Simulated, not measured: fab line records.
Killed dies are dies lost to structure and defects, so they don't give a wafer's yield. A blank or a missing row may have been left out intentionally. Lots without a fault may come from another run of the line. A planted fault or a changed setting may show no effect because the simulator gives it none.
What tool caused it?	flow nand harc	13 lots, 39 wafers sampled, at 6 steps of a route of 1302

## WHAT THE GAUGES SHOWED, per wafer
NHARC_THIN_TSV_CD_MEAS_37.
lot	measured	on	cd nm (nm)
L321	day 24 13:38	cd sem-03	4994 4999 4997
L325	day 25 03:48	cd sem-03	5001 4996 5003
L327	day 26 03:16	cd sem-01	5002 5003 5002
L329	day 27 02:48	cd sem-02	5006 5002 5002
L328	day 27 12:11	cd sem-03	5008 4999 5007
L331	day 28 15:53	cd sem-01	4999 4999 5006
L332	day 28 17:26	cd sem-03	5000 5001 4999
L334	day 29 09:07	cd sem-02	5005 5007 5004
L336	day 29 20:51	cd sem-01	4995 4997 4998
L337	day 31 11:05	cd sem-03	4999 4997 4999
L339	day 31 13:44	cd sem-03	5004 5001 5004
L343	day 33 03:14	cd sem-03	5001 4998 5000
L344	day 33 22:24	cd sem-02	4998 4996 4996

NHARC_THIN_TSV_INSPECT_40.
lot	measured	on	raw defect count
L321	day 24 19:12	defect inspect-01	624 637 607
L325	day 25 08:27	defect inspect-01	537 544 500
L327	day 26 06:48	defect inspect-01	504 562 444
L329	day 27 07:28	defect inspect-02	581 547 484
L328	day 27 18:30	defect inspect-02	541 500 414
L331	day 28 23:27	defect inspect-02	826 542 596
L332	day 28 23:27	defect inspect-01	449 665 562
L334	day 29 14:29	defect inspect-02	541 609 804
L336	day 30 01:26	defect inspect-02	473 584 685
L337	day 31 15:02	defect inspect-01	1748 1727 1599
L339	day 31 18:15	defect inspect-02	1690 1641 1687
L343	day 33 09:13	defect inspect-01	624 602 668
L344	day 34 03:01	defect inspect-02	631 524 490

NHARC_END_SORT_01.
lot	measured	on	defect limited yield (%)	killed at array	killed at other	killed at periphery	killed dies	killed open	killed short
L337	day 31 18:52	prober-02	83 75 84	39 51 54	64 107 44	9 11 9	112 169 107	4 4 1	1 1 2
L339	day 32 01:50	prober-02	82 79 72	69 71 73	43 63 101	8 8 14	120 142 188	2 5 5	4 1 1

## WHICH TOOL RAN EACH LOT (tool, then ch and the chambers of the sampled wafers, then the start)
lot	NHARC_THIN_TSV_STRIP_45	NHARC_THIN_TSV_ANNEAL_52	NHARC_THIN_TSV_STRIP_57
L321	plasma asher-02 ch 0,1, day 24 07:27	rtp anneal-01 ch 0, day 24 10:22	wet bench-10 ch 5,6,7, day 24 13:11
L325	plasma asher-01 ch 0,1, day 24 21:33	rtp anneal-02 ch 0, day 25 00:26	wet bench-08 ch 2,3,6, day 25 03:21
L327	plasma asher-02 ch 0,1, day 25 21:13	rtp anneal-02 ch 0, day 26 00:09	wet bench-10 ch 1,6,7, day 26 02:49
L329	plasma asher-01 ch 0,1, day 26 20:31	rtp anneal-02 ch 0, day 26 23:23	wet bench-10 ch 1,2,4, day 27 02:22
L328	plasma asher-01 ch 0,1, day 27 05:41	rtp anneal-01 ch 0, day 27 08:36	wet bench-10 ch 1,5,6, day 27 11:45
L331	plasma asher-02 ch 0,1, day 28 09:37	rtp anneal-01 ch 0, day 28 12:30	wet bench-08 ch 2,3,4, day 28 15:26
L332	plasma asher-01 ch 0,1, day 28 10:56	rtp anneal-02 ch 0, day 28 14:14	wet bench-08 ch 3,5,6, day 28 16:59
L334	plasma asher-02 ch 0,1, day 29 02:52	rtp anneal-02 ch 0, day 29 05:43	wet bench-08 ch 0,4,5, day 29 08:40
L336	plasma asher-01 ch 0,1, day 29 14:29	rtp anneal-01 ch 0, day 29 17:30	wet bench-08 ch 1,4,5, day 29 20:25
L337	plasma asher-02 ch 0, day 31 04:55	rtp anneal-02 ch 0, day 31 07:53	wet bench-08 ch 4,5,7, day 31 10:38
L339	plasma asher-02 ch 0,1, day 31 07:19	rtp anneal-01 ch 0, day 31 10:21	wet bench-08 ch 4,5,7, day 31 13:17
L343	plasma asher-01 ch 0,1, day 32 20:58	rtp anneal-01 ch 0, day 32 23:54	wet bench-10 ch 2,5,6, day 33 02:47
L344	plasma asher-01 ch 0,1, day 33 16:01	rtp anneal-01 ch 0, day 33 19:12	wet bench-10 ch 0,4,6, day 33 21:58
- NHARC_THIN_TSV_STRIP_45: strips in O2.
- NHARC_THIN_TSV_ANNEAL_52: time 90 s.
- NHARC_THIN_TSV_STRIP_57: strips in post etch residue remover, time 1200 s.

## AS READ BY THE TOOLS THEMSELVES (means over the sampled wafers that have a number; for cases with no such wafer, the mark the record gives instead)
NHARC_THIN_TSV_STRIP_45.
lot	tool	drypump motor current A (A)	heater power w (W)
L321	plasma asher-02	5.5	353
L325	plasma asher-01	6.2	302
L327	plasma asher-02	5.8	361
L329	plasma asher-01	5.9	285
L328	plasma asher-01	5.9	282
L331	plasma asher-02	5.8	351
L332	plasma asher-01	5.9	285
L334	plasma asher-02	5.5	351
L336	plasma asher-01	6.2	301
L337	plasma asher-02	6.1	358
L339	plasma asher-02	5.8	350
L343	plasma asher-01	5.9	292
L344	plasma asher-01	6.2	312

NHARC_THIN_TSV_ANNEAL_52.
lot	tool	wafer_temp_C_max
L321	rtp anneal-01	225.9
L325	rtp anneal-02	226.5
L327	rtp anneal-02	226.8
L329	rtp anneal-02	226.2
L328	rtp anneal-01	225.8
L331	rtp anneal-01	225.8
L332	rtp anneal-02	226.7
L334	rtp anneal-02	226.3
L336	rtp anneal-01	226.2
L337	rtp anneal-02	226.2
L339	rtp anneal-01	226.2
L343	rtp anneal-01	226.2
L344	rtp anneal-01	226.3

## THE ANSWER, worked out from the rows above alone
Rule: usual is defined by the lots themselves. The widest of any qualifying gaps counts: lots, ordered by their means at a reading, are off when they make up no more than a third of the lots, leave a main group of 4 or more, and stand apart from it by 3 or more times the standard deviation of that group's means. A main group whose means are all the same, to the digits that the tables above print for the reading, isn't used. A lot without any number at a reading at which 4 lots or more have one is off too. The other lots that the step has rows for count as sound. Order of review: gauges by route order, followed by the tools' own readings, for which a lot's mean as printed above is used. At the first step where some lot is off, the reading lying furthest off is the one used; lots without a number count as furthest.
Off: L337, L339, at NHARC_THIN_TSV_INSPECT_40 (raw defect count). The main group: mean 573, standard deviation 57.
If a tool, at a process step before that reading, ran all the lots that are off and no sound lot after the first of them, it fits. Gauges at NHARC_THIN_TSV_INSPECT_40: tried the same way as those tools. This does not decide it: 2 tools fit, namely plasma asher-02 at NHARC_THIN_TSV_STRIP_45 and wet bench-08 at NHARC_THIN_TSV_STRIP_57.

## WHAT WAS PUT IN BY THE SIMULATOR
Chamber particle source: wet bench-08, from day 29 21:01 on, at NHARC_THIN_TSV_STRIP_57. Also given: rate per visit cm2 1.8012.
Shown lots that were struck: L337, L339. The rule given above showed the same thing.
